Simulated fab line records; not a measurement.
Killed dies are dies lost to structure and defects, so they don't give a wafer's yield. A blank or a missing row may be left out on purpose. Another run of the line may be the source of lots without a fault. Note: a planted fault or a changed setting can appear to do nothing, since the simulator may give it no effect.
Which tool was responsible? | flow n5Finfet | Sampling: 24 lots, 72 wafers, 2 of 1938 route steps

== WHAT THE GAUGES READ, wafer by wafer ==
N5_BEOL_M15_INSPECT_55: inspects for defects (darkfield).
lot  | measured     | on               | rawDefectCount
L074 | day 12 04:41 | defectInspect-02 | 81 62 53
L075 | day 12 04:41 | defectInspect-02 | 97 74 77
L077 | day 12 14:35 | defectInspect-01 | 87 69 49
L078 | day 13 11:35 | defectInspect-02 | 95 51 51
L076 | day 13 11:54 | defectInspect-02 | 82 63 96
L080 | day 13 17:14 | defectInspect-02 | 58 72 41
L079 | day 13 21:52 | defectInspect-02 | 101 69 71
L081 | day 14 07:15 | defectInspect-02 | 75 46 54
L082 | day 14 22:32 | defectInspect-02 | 53 52 28
L083 | day 15 05:10 | defectInspect-01 | 57 39 110
L085 | day 15 13:01 | defectInspect-02 | 34 30 68
L084 | day 15 21:15 | defectInspect-01 | 73 76 45
L087 | day 16 02:37 | defectInspect-02 | 65 66 74
L092 | day 16 11:13 | defectInspect-02 | 88 49 77
L086 | day 16 11:15 | defectInspect-01 | 68 82 81
L089 | day 16 17:19 | defectInspect-02 | 69 77 97
L088 | day 17 00:48 | defectInspect-01 | 35 38 48
L090 | day 17 05:07 | defectInspect-01 | 75 52 145
L091 | day 17 09:32 | defectInspect-02 | 84 128 57
L094 | day 17 16:16 | defectInspect-01 | 60 35 48
L093 | day 17 16:36 | defectInspect-01 | 72 86 102
L096 | day 17 17:23 | defectInspect-02 | 91 72 56
L097 | day 18 04:31 | defectInspect-01 | 110 158 63
L095 | day 19 05:07 | defectInspect-02 | 54 97 66

== WHAT TOOL EACH LOT RAN ON (gives the tool, then ch and the chambers of the sampled wafers, and finally the start) ==
lot  | N5_BEOL_M15_DEGAS_41
L074 | pvdSputter-02, day 12 03:13
L075 | pvdSputter-01, day 12 03:13
L077 | pvdSputter-01, day 12 12:59
L078 | pvdSputter-01, day 13 10:13
L076 | pvdSputter-02, day 13 10:33
L080 | pvdSputter-01, day 13 15:28
L079 | pvdSputter-03, day 13 20:31
L081 | pvdSputter-02, day 14 05:45
L082 | pvdSputter-03, day 14 21:06
L083 | pvdSputter-01, day 15 03:47
L085 | pvdSputter-01, day 15 11:40
L084 | pvdSputter-02, day 15 19:53
L087 | pvdSputter-02, day 16 01:08
L092 | pvdSputter-03, day 16 09:52
L086 | pvdSputter-01, day 16 09:53
L089 | pvdSputter-03, day 16 15:43
L088 | pvdSputter-01, day 16 23:27
L090 | pvdSputter-03, day 17 03:29
L091 | pvdSputter-01, day 17 08:10
L094 | pvdSputter-03, day 17 14:49
L093 | pvdSputter-03, day 17 15:15
L096 | pvdSputter-02, day 17 15:39
L097 | pvdSputter-03, day 18 03:09
L095 | pvdSputter-02, day 19 03:46
- N5_BEOL_M15_DEGAS_41: time 60 s.

== AS READ BY THE TOOLS THEMSELVES (means over the sampled wafers that have a number; for cases with no such wafer, the mark the record gives instead) ==
N5_BEOL_M15_DEGAS_41.
lot  | tool          | heaterPowerW (W)
L074 | pvdSputter-02 | 440
L075 | pvdSputter-01 | 474
L077 | pvdSputter-01 | 471
L078 | pvdSputter-01 | 458
L076 | pvdSputter-02 | 444
L080 | pvdSputter-01 | 462
L079 | pvdSputter-03 | 470
L081 | pvdSputter-02 | 437
L082 | pvdSputter-03 | 465
L083 | pvdSputter-01 | 454
L085 | pvdSputter-01 | 461
L084 | pvdSputter-02 | 422
L087 | pvdSputter-02 | 416
L092 | pvdSputter-03 | 439
L086 | pvdSputter-01 | 457
L089 | pvdSputter-03 | 456
L088 | pvdSputter-01 | 440
L090 | pvdSputter-03 | 453
L091 | pvdSputter-01 | 450
L094 | pvdSputter-03 | 423
L093 | pvdSputter-03 | 427
L096 | pvdSputter-02 | 452
L097 | pvdSputter-03 | 456
L095 | pvdSputter-02 | 460

== THE ANSWER, worked out from the rows above alone ==
Rule: usual is defined by the lots themselves. Put in order of their means at a reading, lots are off if they are a third of the lots or fewer, leave a main group of 4 or more, and stand apart from it by a gap of 3 or more times the standard deviation of the main group's means; of several such gaps the widest counts. Not used: any main group whose means are identical at the precision the tables above print for the reading. A lot without any number at a reading at which 4 lots or more have one is off too. Any other lot the step has rows for is counted as sound. After the gauges, taken in route order, come the tools' own readings; for these a lot's mean is taken, as printed above. The first step at which some lot is off is used, and at that step the reading that is off furthest; a lot without a number counts as furthest.
Nothing can be told from this: no lot is off at any reading shown.

== WHAT HAD BEEN PUT IN BY THE SIMULATOR ==
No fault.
